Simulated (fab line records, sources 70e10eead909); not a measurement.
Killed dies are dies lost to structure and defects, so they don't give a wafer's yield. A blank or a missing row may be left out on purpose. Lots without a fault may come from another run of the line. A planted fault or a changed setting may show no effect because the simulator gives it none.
fab line records | flow nand_harc
record lots=13 wafers=37 last_day=33
route steps=1302 shown P_GATE@215 P_CONTACT@219 END@1302
lots that met no fault: from a run of the same line without faults
start_h: hours from the record's first day to the start of the lot's first wafer shown | wait_h: hours since the lot's step before | " the same as in the row above | L1.1+2: a row that stands for several wafers | - no value, or no start given | * or withheld: withheld | < > ~ a bound
route shown NAME@n: a module of which the file shows steps, and the number in the route of the first | usual: mean/standard deviation of fault-free wafers | same: alike in all rows | chamber/n: place in a boat | sites: the reading at each site | _std_site: their standard deviation | _edge_site: outer sites' mean less inner sites' | radius_mm: how far each site lies from the wafer's centre | mask NAME#n: copy n | behind: the tool/chamber that last shaped the wafer | hold: why the lot was held/for how many hours/how that ended | device: the transistor (n, p or np) that didn't switch | end of line: the same wafers' tests at the end of the route | a step without rows: its recipe alone | killed: dies lost to structure and defects at the first sort, not the wafer's yield | map: a wafer's dies, x killed, . not, _ none there
set.NAME: the setting as run; set.NAME@STEP: as run at that earlier step | model.NAME: the simulator's own value behind a step, which no gauge read
steps of the route over a sample of lots; a table a step, a row a wafer
services: from which hour (start_h, from the record's first day; less than 0 if before it) a tool's chamber was out of use, for how many hours, and why
## steps
# step NHARC_P_GATE_RTA_82
# recipe temp_c=450 time_s=30
# usual lamp_power_pct=3.91/0.23 wafer_temp_C_max=452.6/0.6
# columns lot.wafer tool chamber start_h wait_h lamp_power_pct wafer_temp_C_max
L647.2 rtp_anneal-01 0 131.58 - 3.66 452.6
L647.5 " 0 " " 3.66 452.1
L647.6 " 0 " " 3.66 452.0
L650.3 rtp_anneal-01 0 162.50 - 3.66 452.4
L650.4 " 0 " " 3.67 452.2
L650.6 " 0 " " 3.66 452.9
L651.1 rtp_anneal-02 0 163.50 - 4.12 452.1
L651.2 " 0 " " 4.13 452.9
L651.3 " 0 " " 4.12 452.8
L652.1 rtp_anneal-01 0 173.47 - 3.66 452.8
L652.3 " 0 " " 3.67 451.8
L652.5 " 0 " " 3.67 452.3
L655.2 rtp_anneal-01 0 212.98 - 3.67 452.1
L655.4 " 0 " " 3.67 452.7
L655.5 " 0 " " 3.67 452.7
L657.1 rtp_anneal-02 0 229.07 - 4.12 452.5
L657.2 " 0 " " 4.13 452.3
L657.4 " 0 " " 4.12 453.0
L658.1 rtp_anneal-01 0 233.61 - 3.66 452.5
L658.3 " 0 " " 3.66 452.1
L658.4 " 0 " " 3.66 452.2
L659.1 rtp_anneal-01 0 254.93 - 3.67 452.0
L659.4 " 0 " " 3.66 452.4
L659.6 " 0 " " 3.67 452.3
L661.3 rtp_anneal-02 0 272.98 - 4.13 451.7
L661.6 " 0 " " 4.12 451.8
L662.3 rtp_anneal-02 0 292.03 - 4.13 453.8
L662.6 " 0 " " 4.13 453.0
L664.4 rtp_anneal-01 0 301.53 - 3.67 452.6
L664.5 " 0 " " 3.66 451.5
L664.6 " 0 " " 3.67 452.9
L668.2 rtp_anneal-01 0 333.24 - 3.66 451.3
L668.3 " 0 " " 3.67 451.4
L668.4 " 0 " " 3.66 451.8
L669.1 rtp_anneal-02 0 345.65 - 4.12 452.8
L669.2 " 0 " " 4.12 452.7
L669.5 " 0 " " 4.12 452.6
# step NHARC_P_CONTACT_CMP_01
# recipe target_thk_nm=200 material=SiO2
# usual edge_zone_pressure_frac=1.000/0.0045 motor_current_A=12.2/1.3
# columns lot.wafer tool chamber start_h wait_h edge_zone_pressure_frac motor_current_A
L647.2 cmp-04 2 132.58 - 1.002 13.6
L647.6 " 0 " " 1.003 10.3
L647.5 " 1 " " 0.996 13.1
L650.4 cmp-04 3 163.42 - 0.995 13.6
L650.3 " 2 " " 1.000 12.9
L650.6 " 0 " " 0.989 10.4
L651.1 cmp-04 1 164.49 - 0.996 13.2
L651.2 " 2 " " 0.998 13.4
L651.3 " 3 " " 1.004 13.3
L652.1 cmp-01 0 174.44 - 1.003 12.1
L652.3 " 2 " " 1.006 11.3
L652.5 " 0 " " 1.002 12.1
L655.2 cmp-02 2 214.06 - 1.005 11.1
L655.4 " 0 " " 0.998 10.8
L655.5 " 3 " " 0.999 11.2
L657.4 cmp-01 1 230.29 0.4 0.991 11.7
L657.2 " 3 " " 1.001 14.8
L657.1 " 0 " " 0.997 11.5
L658.1 cmp-01 0 234.59 - 0.994 10.7
L658.3 " 2 " " 1.000 12.8
L658.4 " 3 " " 0.994 15.3
L659.4 cmp-04 0 256.18 0.4 1.002 10.3
L659.1 " 1 " " 1.004 13.5
L659.6 " 3 " " 0.997 13.5
L661.3 cmp-04 1 273.98 - 0.993 13.4
L661.6 " 1 " " 0.993 13.9
L662.3 cmp-01 2 293.25 0.5 1.004 11.8
L662.6 " 1 " " 1.007 11.4
L664.4 cmp-01 0 302.43 - 0.993 11.7
L664.5 " 0 " " 0.994 12.7
L664.6 " 1 " " 0.999 11.0
L668.3 cmp-01 0 334.18 - 1.000 11.3
L668.2 " 1 " " 0.999 11.4
L668.4 " 2 " " 1.000 11.9
L669.1 cmp-02 0 346.63 - 1.007 11.0
L669.2 " 2 " " 1.001 10.8
L669.5 " 1 " " 0.998 13.6
# step NHARC_P_CONTACT_ETCH_36
# recipe target_depth_a=2600 over_etch_frac=0.25 time_s=406.25 ion_energy_ev=200 n2_flow_sccm=150 h2_flow_sccm=150 ar_flow_sccm=0 rf_w=400 bias_w=150 chemistry=N2/H2
# usual drypump_motor_current_A=5.7/0.44 oes_product_au=0.995/0.015 rf_vpp_V=431/3.1 showerhead_plenum_p_Torr=2.05/0.11 throttle_valve_pct=14.173/0.0091
# same over_etch_frac=0.25
# columns lot.wafer tool chamber start_h wait_h drypump_motor_current_A oes_product_au rf_hours_counter_h rf_vpp_V showerhead_plenum_p_Torr throttle_valve_pct
L647.2 rie_diel-13 0 133.63 - 6.1 0.997 4.0 428 1.97 14.169
L647.6 " 3 " " 6.0 0.990 - 426 1.91 14.161
L647.5 " 0 " " 6.1 0.993 - 428 1.97 14.178
L650.4 rie_diel-13 1 164.55 - 5.0 1.004 5.0 426 1.90 14.170
L650.3 " 2 " " 6.7 1.000 5.1 430 2.04 14.175
L650.6 " 0 " " 6.0 0.988 - 428 1.97 14.175
L651.2 rie_diel-12 3 165.68 - 5.7 0.992 1.0 434 2.19 14.163
L651.3 " 1 " " 5.6 1.002 1.0 427 1.94 14.191
L651.1 " 2 " " 5.1 0.997 1.1 433 2.17 14.176
L652.3 rie_diel-12 3 175.57 - 5.7 0.992 1.5 435 2.19 14.178
L652.1 " 0 " " 6.2 0.999 1.5 433 2.15 14.164
L652.5 " 2 " " 5.1 1.010 - 435 2.17 14.163
L655.2 rie_diel-12 2 215.25 - 5.2 1.006 2.5 436 2.17 14.163
L655.4 " 1 " " 5.6 0.986 2.6 428 1.94 14.166
L655.5 " 3 " " 5.7 0.985 - 436 2.19 14.194
L657.2 rie_diel-12 2 231.52 - 5.1 1.009 3.1 433 2.17 14.187
L657.1 " 1 " " 5.6 1.000 3.0 428 1.94 14.169
L657.4 " 1 " " 5.6 0.991 - 428 1.94 14.163
L658.3 rie_diel-13 1 235.81 - 5.0 1.008 1.9 426 1.90 14.165
L658.1 " 2 " " 6.7 1.021 1.7 430 2.04 14.178
L658.4 " 3 " " 6.0 0.987 1.9 427 1.90 14.182
L659.1 rie_diel-13 2 257.34 - 6.8 1.020 2.5 430 2.04 14.173
L659.4 " 3 " " 6.1 0.841 2.7 426 1.90 14.180
L659.6 " 3 " " 6.1 0.833 - 427 1.90 14.180
L661.3 rie_diel-13 2 275.04 - 6.7 1.019 3.2 431 2.04 14.186
L661.6 " 2 " " 6.7 0.864 - 430 2.04 14.164
L662.3 rie_diel-13 0 294.42 - 6.1 0.984 4.2 428 1.96 14.165
L662.6 " 3 " " 6.1 0.833 - 426 1.90 14.184
L664.4 rie_diel-10 1 303.71 - 5.6 0.993 2.0 428 2.00 14.163
L664.6 " 2 " " 5.6 0.983 - 430 2.04 14.163
L664.5 " 3 " " 5.4 0.994 - 435 2.19 14.177
L668.4 rie_diel-10 1 335.42 - 5.6 0.994 4.1 430 2.00 14.181
L668.3 " 2 " " 5.7 0.987 3.8 431 2.04 14.167
L668.2 " 3 " " 5.4 0.987 4.1 434 2.19 14.163
L669.1 rie_diel-10 2 347.82 - 5.7 0.988 4.5 429 2.04 14.171
L669.2 " 1 " " 5.6 0.999 4.8 431 2.00 14.158
L669.5 " 3 " " 5.4 0.998 - 434 2.19 14.190
# step NHARC_P_CONTACT_STRIP_28
# recipe o2_flow_sccm=500 ar_flow_sccm=0 bias_w=0 chemistry=O2
# usual drypump_motor_current_A=5.8/0.43 oes_product_au=0.994/0.016 rf_vpp_V=57.8/0.85 showerhead_plenum_p_Torr=3.54/0.17 throttle_valve_pct=17.036/0.0089
# columns lot.wafer tool chamber start_h wait_h drypump_motor_current_A oes_product_au rf_hours_counter_h rf_vpp_V showerhead_plenum_p_Torr throttle_valve_pct
L647.2 rie_diel-12 1 134.41 0.1 5.6 0.998 0.5 57.5 3.37 17.044
L647.6 " 2 " " 5.1 0.998 - 58.1 3.73 17.044
L647.5 " 3 " " 5.7 0.988 - 58.4 3.76 17.025
L650.3 rie_diel-12 2 165.30 0.1 5.1 1.002 1.0 60.2 3.73 17.055
L650.4 " 3 " " 5.7 0.996 0.9 58.9 3.76 17.042
L650.6 " 2 " " 5.1 1.013 - 58.1 3.73 17.035
L651.3 rie_diel-10 3 166.46 0.1 5.4 0.996 4.5 57.3 3.77 17.025
L651.2 " 0 " " 5.8 1.006 4.6 58.5 3.75 17.036
L651.1 " 1 " " 5.6 1.016 4.7 58.8 3.47 17.033
L652.1 rie_diel-10 1 176.28 0.1 5.6 1.004 5.0 58.2 3.47 17.051
L652.3 " 2 " " 5.7 0.967 4.7 58.1 3.53 17.050
L652.5 " 2 " " 5.7 0.972 - 58.9 3.53 17.030
L655.4 rie_diel-13 0 216.09 0.1 6.1 0.976 1.2 57.7 3.41 17.042
L655.2 " 2 " " 6.7 1.027 1.0 58.0 3.53 17.039
L655.5 " 0 " " 6.1 0.971 - 57.6 3.41 17.048
L657.2 rie_diel-12 1 232.42 0.1 5.6 0.987 3.4 56.8 3.37 17.038
L657.1 " 2 " " 5.2 1.009 3.5 57.7 3.73 17.037
L657.4 " 1 " " 5.6 0.982 - 57.1 3.37 17.036
L658.3 rie_diel-10 1 236.55 0.1 5.6 1.022 8.0 58.4 3.47 17.027
L658.1 " 2 " " 5.8 0.974 8.4 56.8 3.53 17.033
L658.4 " 3 " " 5.5 0.991 7.9 58.7 3.77 17.021
L659.1 rie_diel-10 0 258.11 0.1 5.7 0.994 0.0 58.9 3.75 17.031
L659.4 " 2 " " 5.7 0.980 0.1 57.8 3.52 17.026
L659.6 " 0 " " 5.7 0.997 - 57.3 3.75 17.034
L661.3 rie_diel-13 3 275.89 0.1 6.1 0.983 3.7 57.7 3.32 17.043
L661.6 " 3 " " 6.1 0.976 - 57.1 3.32 17.037
L662.3 rie_diel-10 1 295.16 0.1 5.7 0.995 1.9 56.8 3.47 17.039
L662.6 " 1 " " 5.7 0.999 - 55.8 3.47 17.038
L664.4 rie_diel-10 0 304.39 0.1 5.8 0.997 2.2 57.7 3.74 17.027
L664.6 " 0 " " 5.8 0.999 - 57.5 3.74 17.034
L664.5 " 1 " " 5.6 0.995 - 57.7 3.47 17.036
L668.2 rie_diel-13 2 336.15 0.1 6.7 1.007 4.7 57.3 3.52 17.043
L668.3 " 3 " " 6.0 0.974 4.8 56.5 3.32 17.047
L668.4 " 1 " " 5.0 1.005 4.9 57.2 3.31 17.033
L669.2 rie_diel-12 2 348.59 0.1 5.1 1.035 1.9 57.0 3.73 17.042
L669.1 " 0 " " 6.2 0.996 1.7 57.4 3.70 17.012
L669.5 " 2 " " 5.2 1.025 - 57.6 3.73 17.049
# step NHARC_END_SORT_01
# recipe temp_c=25
# usual killed_at_array=61/24 killed_at_other=1.2/1.3 killed_at_periphery=3.7/2.6 killed_dies=66/23 killed_open=3.3/1.8 killed_short=2.4/1.6
# same gross_dies=677
# columns lot.wafer tool chamber start_h wait_h killed_at_array killed_at_other killed_at_periphery killed_dies killed_open killed_short
L647.2 prober-02 0 583.05 2.8 87 0 3 90 5 2
L647.5 prober-02 0 585.45 3.7 58 0 2 60 4 3
L647.6 prober-02 0 586.25 4.0 51 1 4 56 1 6
L650.3 prober-01 0 602.71 3.1 81 2 4 87 4 3
L650.4 prober-01 0 603.50 3.4 91 3 1 95 2 3
L650.6 prober-01 0 605.09 4.0 90 2 3 95 2 2
L651.1 prober-01 0 608.86 2.5 34 2 3 39 5 5
L651.2 prober-01 0 609.65 2.8 31 1 5 37 4 2
L651.3 prober-01 0 610.44 3.1 33 2 2 37 2 1
L652.1 prober-02 0 621.97 2.5 56 0 4 60 4 5
L652.3 prober-02 0 623.57 3.1 51 1 1 53 3 0
L652.5 prober-02 0 625.16 3.7 56 2 4 62 1 0
L655.2 prober-01 0 657.28 2.8 56 0 3 59 2 3
L655.4 prober-01 0 658.88 3.4 57 3 3 63 2 1
L655.5 prober-01 0 659.68 3.7 52 1 4 57 5 1
L657.1 prober-01 0 679.28 2.5 89 0 3 92 4 3
L657.2 prober-01 0 680.08 2.8 82 0 6 88 6 4
L657.4 prober-01 0 681.68 3.4 95 1 5 101 2 6
L658.1 prober-02 0 679.34 2.5 66 1 2 69 3 1
L658.3 prober-02 0 680.96 3.1 75 2 1 78 6 2
L658.4 prober-02 0 681.77 3.4 65 2 3 70 5 2
L659.1 prober-01 0 703.95 2.5 46 2 7 55 4 1
L659.4 prober-01 0 706.35 3.4 53 1 387 441 3 1
L659.6 prober-01 0 707.94 4.0 59 2 350 411 3 4
L661.3 prober-02 0 711.20 3.1 82 0 4 86 4 5
L661.6 prober-02 0 713.60 4.0 83 0 348 431 3 2
L662.3 prober-02 0 751.63 3.1 77 1 5 83 4 3
L662.6 prober-02 0 754.08 4.1 75 0 361 436 0 5
L664.4 prober-01 0 771.72 3.4 69 0 5 74 2 1
L664.5 prober-01 0 772.53 3.7 78 0 3 81 3 3
L664.6 prober-01 0 773.33 4.0 91 0 8 99 4 2
L668.2 prober-02 0 781.07 2.9 35 2 7 44 5 3
L668.3 prober-02 0 781.86 3.1 25 2 6 33 6 2
L668.4 prober-02 0 782.66 3.4 30 1 3 34 3 3
L669.1 prober-02 0 788.04 2.5 23 3 5 31 2 2
L669.2 prober-02 0 788.84 2.8 23 2 2 27 7 0
L669.5 prober-02 0 791.25 3.7 25 3 3 31 2 3
# killed by level:class
L647.2 A_CHANNEL_HOLE_D1:chamber_film_flake=39 A_CHANNEL_HOLE_D2:chamber_film_flake=32 A_WL_FILL:chamber_film_flake=4 A_DECK1_JOINT:geometric_particle:short=2 P_ZERO_WELL:chamber_film_flake=2 A_STAIRCASE:chamber_film_flake=2 P_M0:geometric_particle:open=1 A_DECK1_JOINT:geometric_particle:open=1
L647.5 A_CHANNEL_HOLE_D1:chamber_film_flake=23 A_CHANNEL_HOLE_D2:chamber_film_flake=23 A_CHANNEL_FILL_D2:geometric_particle:open=3 A_WL_FILL:chamber_film_flake=3 P_M0:geometric_particle:short=1 P_M2:geometric_particle:open=1 A_ONON_D1:geometric_particle:short=1 A_ONON_D2:geometric_particle:short=1
L647.6 A_CHANNEL_HOLE_D1:chamber_film_flake=22 A_CHANNEL_HOLE_D2:chamber_film_flake=15 A_STAIRCASE:chamber_film_flake=3 A_CONTACT:chamber_film_flake=3 A_CHANNEL_FILL_D1:geometric_particle:short=2 A_CHANNEL_FILL_D1:chamber_film_flake=2 A_CHANNEL_FILL_D2:chamber_film_flake=2 P_CONTACT:geometric_particle:short=1
L650.3 A_CHANNEL_HOLE_D1:chamber_film_flake=32 A_CHANNEL_HOLE_D2:chamber_film_flake=31 A_STAIRCASE:chamber_film_flake=3 A_BLC:geometric_particle:open=2 P_STI:chamber_film_flake=2 A_SLIT:chamber_film_flake=2 A_CONTACT:chamber_film_flake=2 A_M1:chamber_film_flake=2
L650.4 A_CHANNEL_HOLE_D2:chamber_film_flake=35 A_CHANNEL_HOLE_D1:chamber_film_flake=35 A_CONTACT:chamber_film_flake=5 A_DECK1_JOINT:chamber_film_flake=3 A_STAIRCASE:chamber_film_flake=3 THIN_TSV:chamber_film_flake=3 A_DECK1_JOINT:geometric_particle:open=1 A_ONON_D2:geometric_particle:short=1
L650.6 A_CHANNEL_HOLE_D1:chamber_film_flake=39 A_CHANNEL_HOLE_D2:chamber_film_flake=37 A_CONTACT:chamber_film_flake=5 A_STAIRCASE:chamber_film_flake=4 A_M1:chamber_film_flake=2 THIN_TSV:chamber_film_flake=2 P_CONTACT:geometric_particle:short=1 P_M1:geometric_particle:open=1
L651.1 A_CHANNEL_HOLE_D2:chamber_film_flake=12 A_CHANNEL_HOLE_D1:chamber_film_flake=6 A_CONTACT:chamber_film_flake=4 A_ONON_D2:geometric_particle:open=3 A_ONON_D2:geometric_particle:short=2 THIN_TSV:chamber_film_flake=2 P_M2:geometric_particle:short=1 A_CHANNEL_FILL_D1:geometric_particle:short=1
L651.2 A_CHANNEL_HOLE_D2:chamber_film_flake=11 A_STAIRCASE:chamber_film_flake=6 A_ZERO_WELL:chamber_film_flake=3 A_CHANNEL_HOLE_D1:chamber_film_flake=3 P_ZERO_WELL:chamber_film_flake=2 P_GATE:geometric_particle:open=1 P_M2:geometric_particle:short=1 A_CHANNEL_HOLE_D1:geometric_particle:short=1
L651.3 A_CHANNEL_HOLE_D2:chamber_film_flake=12 A_CHANNEL_HOLE_D1:chamber_film_flake=6 A_STAIRCASE:chamber_film_flake=5 A_ZERO_WELL:chamber_film_flake=3 A_M1:chamber_film_flake=2 THIN_TSV:chamber_film_flake=2 P_M0:geometric_particle:open=1 A_CHANNEL_FILL_D2:geometric_particle:open=1
L652.1 A_CHANNEL_HOLE_D1:chamber_film_flake=33 A_CHANNEL_HOLE_D2:chamber_film_flake=13 A_SLIT:chamber_film_flake=2 P_GATE:geometric_particle:short=1 P_CONTACT:geometric_particle:short=1 P_M2:geometric_particle:short=1 A_DECK1_JOINT:geometric_particle:open=1 A_CHANNEL_FILL_D2:geometric_particle:short=1
L652.3 A_CHANNEL_HOLE_D1:chamber_film_flake=35 A_CHANNEL_HOLE_D2:chamber_film_flake=10 A_CONTACT:chamber_film_flake=2 A_CHANNEL_HOLE_D1:geometric_particle:open=1 A_CHANNEL_FILL_D2:geometric_particle:open=1 A_M0:geometric_particle:open=1 P_ZERO_WELL:chamber_film_flake=1 A_SLIT:chamber_film_flake=1
L652.5 A_CHANNEL_HOLE_D1:chamber_film_flake=38 A_CHANNEL_HOLE_D2:chamber_film_flake=12 P_ZERO_WELL:chamber_film_flake=2 A_WL_FILL:chamber_film_flake=2 A_CONTACT:chamber_film_flake=2 THIN_TSV:chamber_film_flake=2 A_ONON_D1:geometric_particle:open=1 P_STI:chamber_film_flake=1
L655.2 A_SLIT:chamber_film_flake=29 A_CHANNEL_HOLE_D2:chamber_film_flake=13 A_CHANNEL_HOLE_D1:chamber_film_flake=5 A_DECK1_JOINT:geometric_particle:short=2 P_ZERO_WELL:chamber_film_flake=2 A_CONTACT:chamber_film_flake=2 P_M0:geometric_particle:open=1 A_CHANNEL_FILL_D2:geometric_particle:short=1
L655.4 A_SLIT:chamber_film_flake=34 A_CHANNEL_HOLE_D2:chamber_film_flake=16 THIN_TSV:chamber_film_flake=3 P_STI:chamber_film_flake=2 A_CHANNEL_HOLE_D1:chamber_film_flake=2 P_M1:geometric_particle:open=1 A_CHANNEL_FILL_D1:geometric_particle:open=1 A_CHANNEL_FILL_D1:geometric_particle:short=1
L655.5 A_SLIT:chamber_film_flake=30 A_CHANNEL_HOLE_D2:chamber_film_flake=12 A_ZERO_WELL:chamber_film_flake=3 A_CHANNEL_FILL_D2:geometric_particle:open=2 P_GATE:chamber_film_flake=2 P_M0:geometric_particle:open=1 A_DECK1_JOINT:geometric_particle:open=1 A_CHANNEL_HOLE_D2:geometric_particle:open=1
L657.1 A_CHANNEL_HOLE_D1:chamber_film_flake=36 A_SLIT:chamber_film_flake=32 A_SGD_CUT:chamber_film_flake=5 A_CHANNEL_HOLE_D2:chamber_film_flake=4 A_CHANNEL_FILL_D1:geometric_particle:open=2 A_CHANNEL_FILL_D2:chamber_film_flake=2 A_STAIRCASE:chamber_film_flake=2 A_WL_FILL:chamber_film_flake=2
L658.1 A_CHANNEL_HOLE_D1:chamber_film_flake=29 A_CHANNEL_HOLE_D2:chamber_film_flake=18 A_STAIRCASE:chamber_film_flake=7 A_CONTACT:chamber_film_flake=5 A_SLIT:chamber_film_flake=2 P_M0:geometric_particle:open=1 A_CHANNEL_HOLE_D2:geometric_particle:short=1 A_BLC:geometric_particle:open=1
L657.2 A_CHANNEL_HOLE_D1:chamber_film_flake=38 A_SLIT:chamber_film_flake=27 A_SGD_CUT:chamber_film_flake=5 P_BONDPAD:chamber_film_flake=3 A_CHANNEL_HOLE_D1:geometric_particle:short=2 A_WL_FILL:geometric_particle:open=2 A_STAIRCASE:chamber_film_flake=2 A_WL_FILL:chamber_film_flake=2
L658.3 A_CHANNEL_HOLE_D1:chamber_film_flake=33 A_CHANNEL_HOLE_D2:chamber_film_flake=19 A_STAIRCASE:chamber_film_flake=10 A_CHANNEL_HOLE_D1:geometric_particle:open=2 A_CHANNEL_FILL_D1:geometric_particle:short=2 A_CONTACT:chamber_film_flake=2 A_SLIT:chamber_film_flake=2 A_DECK1_JOINT:geometric_particle:open=1
L657.4 A_CHANNEL_HOLE_D1:chamber_film_flake=42 A_SLIT:chamber_film_flake=32 A_SGD_CUT:chamber_film_flake=4 A_WL_FILL:chamber_film_flake=4 A_ONON_D1:geometric_particle:short=3 P_BONDPAD:chamber_film_flake=3 A_STAIRCASE:chamber_film_flake=3 A_CHANNEL_FILL_D2:chamber_film_flake=2
L658.4 A_CHANNEL_HOLE_D1:chamber_film_flake=36 A_CHANNEL_HOLE_D2:chamber_film_flake=11 A_STAIRCASE:chamber_film_flake=6 A_SLIT:chamber_film_flake=3 A_M0:geometric_particle:open=2 P_ZERO_WELL:chamber_film_flake=2 A_CONTACT:chamber_film_flake=2 THIN_TSV:chamber_film_flake=2
L659.1 A_CHANNEL_HOLE_D1:chamber_film_flake=28 A_CHANNEL_HOLE_D2:chamber_film_flake=6 A_STAIRCASE:chamber_film_flake=4 P_CONTACT:chamber_film_flake=3 A_M0:geometric_particle:open=2 P_GATE:chamber_film_flake=2 THIN_TSV:chamber_film_flake=2 P_CONTACT:geometric_particle:open=1
L659.4 P_CONTACT:area_etch=380 A_CHANNEL_HOLE_D1:chamber_film_flake=31 A_STAIRCASE:chamber_film_flake=8 P_GATE:chamber_film_flake=3 A_DECK1_JOINT:chamber_film_flake=3 A_CHANNEL_HOLE_D2:chamber_film_flake=3 P_ZERO_WELL:chamber_film_flake=2 A_SLIT:chamber_film_flake=2
L659.6 P_CONTACT:area_etch=348 A_CHANNEL_HOLE_D1:chamber_film_flake=32 A_CHANNEL_HOLE_D2:chamber_film_flake=6 A_STAIRCASE:chamber_film_flake=6 A_SLIT:chamber_film_flake=4 A_CHANNEL_FILL_D2:geometric_particle:short=2 THIN_TSV:chamber_film_flake=2 A_DECK1_JOINT:chamber_film_flake=2
L661.3 A_CHANNEL_HOLE_D1:chamber_film_flake=35 A_CHANNEL_HOLE_D2:chamber_film_flake=25 A_CONTACT:chamber_film_flake=7 A_SLIT:chamber_film_flake=5 P_GATE:chamber_film_flake=2 A_ZERO_WELL:chamber_film_flake=2 P_GATE:geometric_particle:open=1 P_M1:geometric_particle:short=1
L661.6 P_CONTACT:area_etch=345 A_CHANNEL_HOLE_D1:chamber_film_flake=37 A_CHANNEL_HOLE_D2:chamber_film_flake=25 A_CONTACT:chamber_film_flake=12 P_CONTACT:geometric_particle:open=1 A_SOURCE_PLATE:geometric_particle:open=1 A_ONON_D1:geometric_particle:short=1 A_CHANNEL_FILL_D1:geometric_particle:short=1
L662.3 A_CHANNEL_HOLE_D2:chamber_film_flake=31 A_CHANNEL_HOLE_D1:chamber_film_flake=29 A_SLIT:chamber_film_flake=6 P_M2:chamber_film_flake=2 A_STAIRCASE:chamber_film_flake=2 A_CONTACT:chamber_film_flake=2 P_GATE:geometric_particle:open=1 P_CONTACT:geometric_particle:open=1
L662.6 P_CONTACT:area_etch=355 A_CHANNEL_HOLE_D1:chamber_film_flake=32 A_CHANNEL_HOLE_D2:chamber_film_flake=28 A_SLIT:chamber_film_flake=4 P_M2:chamber_film_flake=3 P_STI:chamber_film_flake=2 A_CONTACT:chamber_film_flake=2 A_BONDPAD:chamber_film_flake=2
L664.4 A_CHANNEL_HOLE_D1:chamber_film_flake=28 A_CHANNEL_HOLE_D2:chamber_film_flake=24 A_CONTACT:chamber_film_flake=8 P_GATE:chamber_film_flake=3 A_SLIT:chamber_film_flake=3 A_WL_FILL:chamber_film_flake=2 P_M0:geometric_particle:open=1 A_CHANNEL_HOLE_D1:geometric_particle:short=1
L664.5 A_CHANNEL_HOLE_D1:chamber_film_flake=30 A_CHANNEL_HOLE_D2:chamber_film_flake=27 A_CONTACT:chamber_film_flake=11 P_GATE:chamber_film_flake=3 A_CHANNEL_FILL_D2:chamber_film_flake=2 A_ONON_D1:geometric_particle:open=1 A_CHANNEL_HOLE_D1:geometric_particle:short=1 A_CHANNEL_FILL_D1:geometric_particle:short=1
L664.6 A_CHANNEL_HOLE_D1:chamber_film_flake=39 A_CHANNEL_HOLE_D2:chamber_film_flake=30 A_CONTACT:chamber_film_flake=9 A_SLIT:chamber_film_flake=8 P_GATE:chamber_film_flake=3 P_M0:geometric_particle:open=2 A_STAIRCASE:chamber_film_flake=2 P_CONTACT:geometric_particle:open=1
L668.2 A_CONTACT:chamber_film_flake=17 A_SLIT:chamber_film_flake=8 P_GATE:chamber_film_flake=5 A_ONON_D2:geometric_particle:short=2 THIN_TSV:chamber_film_flake=2 P_M0:geometric_particle:open=1 A_ONON_D1:geometric_particle:open=1 A_CHANNEL_HOLE_D1:geometric_particle:short=1
L668.3 A_CONTACT:chamber_film_flake=11 A_SLIT:chamber_film_flake=7 P_GATE:chamber_film_flake=3 THIN_TSV:chamber_film_flake=2 P_CONTACT:geometric_particle:open=1 P_M1:geometric_particle:open=1 A_ONON_D1:geometric_particle:open=1 A_CHANNEL_FILL_D1:geometric_particle:open=1
L668.4 A_CONTACT:chamber_film_flake=10 A_SLIT:chamber_film_flake=9 A_STAIRCASE:chamber_film_flake=5 P_GATE:geometric_particle:open=1 P_M2:geometric_particle:open=1 A_ONON_D1:geometric_particle:short=1 A_CHANNEL_FILL_D2:geometric_particle:short=1 A_M0:geometric_particle:open=1
L669.1 A_SLIT:chamber_film_flake=5 A_CONTACT:chamber_film_flake=5 A_STAIRCASE:chamber_film_flake=4 A_CHANNEL_FILL_D2:chamber_film_flake=3 THIN_TSV:chamber_film_flake=3 P_GATE:chamber_film_flake=2 P_M1:geometric_particle:open=1 A_WL_FILL:geometric_particle:short=1
L669.2 A_SLIT:chamber_film_flake=10 A_CONTACT:chamber_film_flake=3 A_M0:geometric_particle:open=2 THIN_TSV:chamber_film_flake=2 P_STI:geometric_particle:open=1 P_M0:geometric_particle:open=1 A_CHANNEL_FILL_D1:geometric_particle:open=1 A_DECK1_JOINT:geometric_particle:open=1
L669.5 A_SLIT:chamber_film_flake=7 A_DECK1_JOINT:chamber_film_flake=3 A_DECK1_JOINT:geometric_particle:short=2 P_GATE:chamber_film_flake=2 A_CHANNEL_HOLE_D1:chamber_film_flake=2 A_CHANNEL_FILL_D2:chamber_film_flake=2 A_STAIRCASE:chamber_film_flake=2 A_CONTACT:chamber_film_flake=2
## services
# columns tool chamber start_h hours kind
rie_diel-10 0 110.00 12.5 repair
rie_diel-10 - 110.97 12.2 repair
cmp-04 - 113.45 4.0 pm
cmp-04 - 133.47 0.5 repair
cmp-01 - 138.83 3.7 repair
rie_diel-10 2 157.98 2.0 repair
cmp-01 - 168.25 0.5 repair
cmp-01 - 169.58 1.6 repair
rie_diel-13 2 175.56 2.4 repair
cmp-01 - 177.18 1.2 repair
rie_diel-12 0 183.76 5.4 repair
cmp-01 - 185.50 4.0 pm
rie_diel-10 1 189.39 11.8 repair
rie_diel-12 - 192.65 5.0 repair
rie_diel-12 2 204.09 4.3 repair
rie_diel-12 0 227.09 19.7 repair
rie_diel-10 - 242.63 9.0 pm
rie_diel-13 - 255.65 1.1 repair
rie_diel-12 - 268.40 9.0 pm
cmp-01 - 271.92 0.4 repair
cmp-01 - 283.50 4.0 pm
cmp-01 - 310.15 0.8 repair
cmp-01 - 331.86 1.0 repair
rie_diel-13 - 342.01 9.0 pm
## key
first_sign step=NHARC_P_CONTACT_ETCH_36 reading=oes_product_au direction=down sigmas=10 usual=0.995 struck=0.843
effect step=NHARC_END_SORT_01 reading=killed_at_periphery direction=up sigmas=99+ usual=3.7 struck=361.5
more_kills_born_at NHARC_P_CONTACT_ETCH_36@rie_diel-13=1428
met_at NHARC_P_CONTACT_ETCH_36
struck_lots L659,L661,L662
struck_wafers L659.4,L659.6,L661.6,L662.6
later_rows_left_out L659.4,L659.6,L661.6,L662.6
tester_left_out L659,L661,L662
not_acting_at NHARC_P_GATE_RTA_82,NHARC_P_CONTACT_CMP_01,NHARC_P_CONTACT_STRIP_28
onset_between 235.81 257.34
fault kind=process_parameter_drift tool=rie_diel-13 chamber=- onset_h=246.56 steps=NHARC_P_CONTACT_ETCH_36 channel=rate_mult offset=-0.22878 shape=step end_h=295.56 scope=struck_wafers_only
# tester_left_out: of these lots the tester's yield and bins aren't shown, on N5 and GAA mostly nor the transistor test; their killed dies are dies lost to structure and defects alone, not to doping, threshold or leakage, so they don't give the yield
# later_rows_left_out: the simulator's readings of these wafers behind a module that went badly wrong aren't trusted and aren't shown, but for the sort
